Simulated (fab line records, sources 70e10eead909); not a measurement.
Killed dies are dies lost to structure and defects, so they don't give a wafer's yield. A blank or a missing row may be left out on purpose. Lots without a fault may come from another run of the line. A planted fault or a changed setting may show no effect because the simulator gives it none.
Chamber matching | flow nand_harc | NHARC_A_STAIRCASE_DESCUM_252 on rie_diel-03: 4 sister chambers
The step chemistry O2, time 3 s. 8 wafers are shown with their chamber, then 10 later ones without.

WAFERS WITH THEIR CHAMBER
wafer  | chamber | drypump_motor_current_A (A) | showerhead_plenum_p_Torr (Torr)
L082.2 | 2       | 5.4                         | 1.94
L085.2 | 3       | 5.6                         | 1.89
L085.4 | 1       | 5.8                         | 2.05
L092.5 | 1       | 5.8                         | 2.04
L091.1 | 2       | 5.3                         | 1.93
L091.2 | 3       | 5.6                         | 1.88
L096.1 | 0       | 5.2                         | 2.06
L096.5 | 0       | 5.2                         | 2.06

WAFERS WITHOUT THEIR CHAMBER
wafer  | drypump_motor_current_A (A) | showerhead_plenum_p_Torr (Torr)
L096.6 | 5.8                         | 2.04
L096.2 | 5.8                         | 2.04
L096.3 | 5.3                         | 1.92
L096.4 | 5.6                         | 1.88
L095.1 | 5.9                         | 2.04
L095.2 | 5.6                         | 1.88
L095.4 | 5.2                         | 2.06
L095.3 | 5.4                         | 1.92
L095.5 | 5.6                         | 1.88
L095.6 | 5.2                         | 2.06

WHICH CHAMBER EACH WENT THROUGH
wafer  | from the rows above | in truth
L096.6 | 1                   | 1
L096.2 | 1                   | 1
L096.3 | 2                   | 2
L096.4 | 3                   | 3
L095.1 | 1                   | 1
L095.2 | 3                   | 3
L095.4 | 0                   | 0
L095.3 | 2                   | 2
L095.5 | 3                   | 3
L095.6 | 0                   | 0
Placed correctly: 10 of 10. Can't be placed from these rows: 0. Placed wrongly: 0.
How it was worked out, from the rows above alone: a wafer's distance from a chamber is the root of the sum, over the readings, of the square of ((its reading less the chamber's mean) divided by the reading's scatter). The wafer belongs to the nearest chamber; if the next one is less than 2 further off, it can't be placed. A chamber's mean is the mean of its shown wafers. The scatter: the root of (the sum of the squares of (reading less its chamber's mean) over the shown wafers, divided by (wafers less chambers)).
